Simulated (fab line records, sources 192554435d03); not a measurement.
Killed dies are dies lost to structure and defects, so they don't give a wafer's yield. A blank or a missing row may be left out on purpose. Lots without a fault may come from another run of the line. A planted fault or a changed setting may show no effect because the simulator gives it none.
Which tool did it? | flow n5_finfet | 12 lots, 36 wafers sampled, at 2 steps of a route of 1938

WHAT THE GAUGES READ, wafer by wafer
N5_BEOL_M4_CD_MEAS_11: target cd 16.79 nm.
lot  | measured     | on        | cd_nm (nm)
L075 | day 8 21:14  | cd_sem-02 | 16.95 16.61 16.90
L077 | day 9 07:30  | cd_sem-01 | 17.00 17.11 16.95
L079 | day 9 11:55  | cd_sem-03 | 16.81 16.92 16.83
L083 | day 10 16:43 | cd_sem-03 | 16.99 16.69 16.76
L080 | day 11 10:04 | cd_sem-03 | 16.93 16.45 16.55
L085 | day 11 17:25 | cd_sem-02 | 16.70 16.77 16.91
L087 | day 12 05:17 | cd_sem-03 | 16.47 16.84 16.49
L089 | day 13 00:04 | cd_sem-02 | 17.23 17.01 17.02
L090 | day 13 09:25 | cd_sem-02 | 17.01 16.99 16.63
L092 | day 14 01:08 | cd_sem-02 | 16.33 16.71 17.06
L096 | day 14 11:40 | cd_sem-02 | 16.71 16.48 16.77
L097 | day 14 17:19 | cd_sem-02 | 17.33 16.89 16.97

WHICH TOOL RAN EACH LOT (tool, then ch and the chambers of the sampled wafers, then the start)
lot  | N5_BEOL_M3_SPUTTER_48
L075 | pvd_sputter-01, day 8 17:05
L077 | pvd_sputter-01, day 9 03:27
L079 | pvd_sputter-02, day 9 07:41
L083 | pvd_sputter-01, day 10 10:14
L080 | pvd_sputter-02, day 10 22:34
L085 | pvd_sputter-01, day 11 12:23
L087 | pvd_sputter-01, day 12 01:10
L089 | pvd_sputter-02, day 12 18:08
L090 | pvd_sputter-01, day 13 05:38
L092 | pvd_sputter-02, day 13 17:42
L096 | pvd_sputter-02, day 14 07:15
L097 | pvd_sputter-02, day 14 11:48
- N5_BEOL_M3_SPUTTER_48: material Cu, target thk 4.5 nm, time 8.29 s.

THE ANSWER, worked out from the rows above alone
Rule: what is usual is taken from the lots themselves. Put in order of their means at a reading, lots are off if they are a third of the lots or fewer, leave a main group of 4 or more, and stand apart from it by a gap of 3 or more times the standard deviation of the main group's means; of several such gaps the widest counts. A main group whose means are all the same, to the digits that the tables above print for the reading, isn't used. A lot without any number at a reading at which 4 lots or more have one is off too. The other lots that the step has rows for count as sound.
No lot is off at any reading shown: from this, nothing can be told.

WHAT THE SIMULATOR HAD PUT IN
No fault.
